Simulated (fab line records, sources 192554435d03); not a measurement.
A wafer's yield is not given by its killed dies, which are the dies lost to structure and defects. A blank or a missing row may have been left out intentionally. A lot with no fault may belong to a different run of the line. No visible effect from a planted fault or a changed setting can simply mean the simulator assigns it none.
Matching of chambers    flow n5 finfet    3 sister chambers for N5_FIN_SAQP_PECVD_47 on pecvd-03
The step deposits a-Si from SiH4/He, target thk 45 nm, time 36.3 s. 3 wafers are shown with their chamber, then 9 later ones without.

== EACH WAFER AND ITS CHAMBER ==
wafer   chamber  throttle valve pct (%)
L084.5  1        19.6
L087.4  2        18.7
L087.6  0        17.4

== WAFERS WITH NO CHAMBER GIVEN ==
wafer   throttle valve pct (%)
L089.1  17.4
L089.2  19.7
L089.4  18.8
L092.1  19.3
L092.2  18.9
L092.3  17.6
L094.1  17.7
L094.4  17.6
L094.6  19.9

== WHICH CHAMBER EACH ONE RAN IN ==
wafer   from the rows above      in truth
L089.1  0                        0
L089.2  1                        1
L089.4  2                        2
L092.1  can't be placed: 1 or 2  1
L092.2  2                        2
L092.3  0                        0
L094.1  0                        0
L094.4  0                        0
L094.6  1                        1
Correctly placed: 8 of 9. From these rows, 1 cannot be placed; in 1 the true chamber is one of the candidates. Placed wrongly: 0.
How it was worked out, from the rows above alone: a wafer's distance from a chamber is the root of the sum, over the readings, of the square of ((its reading less the chamber's mean) divided by the reading's scatter). If the next closest chamber is less than 2 further off than the closest, the wafer can't be placed; otherwise it belongs to the closest. Each chamber's mean is taken over the wafers shown for it. The scatter: root of mean squared gap, hidden wafer to nearest shown wafer, with one shown wafer a chamber.
